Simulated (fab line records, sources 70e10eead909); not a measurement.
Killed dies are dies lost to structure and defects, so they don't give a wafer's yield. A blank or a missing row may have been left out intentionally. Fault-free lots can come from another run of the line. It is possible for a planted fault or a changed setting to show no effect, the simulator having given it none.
Chamber matching || flow nandHarc || NHARC_A_WL_FILL_ALD_02 on aldMetal-03: 4 sister chambers
The step deposits TiN, target thk 2 nm, pulse time 3 s, ald cycles 100. 4 wafers are shown with their chamber, then 10 later ones without.

== WAFERS, EACH WITH ITS CHAMBER ==
{"wafer": "L078.6", "chamber": 1, "heaterPowerW (W)": 979}
{"wafer": "L085.6", "chamber": 3, "heaterPowerW (W)": 926}
{"wafer": "L088.2", "chamber": 0, "heaterPowerW (W)": 1033}
{"wafer": "L088.3", "chamber": 2, "heaterPowerW (W)": 1151}

== WAFERS WHOSE CHAMBER IS MISSING ==
{"wafer": "L088.6", "heaterPowerW (W)": 1065}
{"wafer": "L091.1", "heaterPowerW (W)": 1140}
{"wafer": "L091.5", "heaterPowerW (W)": 1020}
{"wafer": "L091.6", "heaterPowerW (W)": 916}
{"wafer": "L092.2", "heaterPowerW (W)": 909}
{"wafer": "L092.5", "heaterPowerW (W)": 889}
{"wafer": "L092.6", "heaterPowerW (W)": 1138}
{"wafer": "L094.2", "heaterPowerW (W)": 1020}
{"wafer": "L094.5", "heaterPowerW (W)": 925}
{"wafer": "L094.6", "heaterPowerW (W)": 1116}

== WHICH CHAMBER EACH WENT THROUGH ==
{"wafer": "L088.6", "from the rows above": 0, "in truth": 0}
{"wafer": "L091.1", "from the rows above": 2, "in truth": 2}
{"wafer": "L091.5", "from the rows above": "can't be placed: 0 or 1", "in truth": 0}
{"wafer": "L091.6", "from the rows above": 3, "in truth": 3}
{"wafer": "L092.2", "from the rows above": 3, "in truth": 3}
{"wafer": "L092.5", "from the rows above": 3, "in truth": 3}
{"wafer": "L092.6", "from the rows above": 2, "in truth": 2}
{"wafer": "L094.2", "from the rows above": "can't be placed: 0 or 1", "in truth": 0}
{"wafer": "L094.5", "from the rows above": 3, "in truth": 3}
{"wafer": "L094.6", "from the rows above": 2, "in truth": 2}
Placed correctly: 8 of 10. Not placeable from these rows: 2 (in 2, the candidates include the true chamber). 0 placed wrongly.
How it was worked out, from the rows above alone: a wafer's distance from a chamber is the root of the sum, over the readings, of the square of ((its reading less the chamber's mean) divided by the reading's scatter). If the next closest chamber is less than 2 further off than the closest, the wafer can't be placed; otherwise it belongs to the closest. A chamber's mean is the mean of its shown wafers. The scatter: with one shown wafer a chamber, the root of the mean of the squares of how far each hidden wafer lies from its nearest shown one.
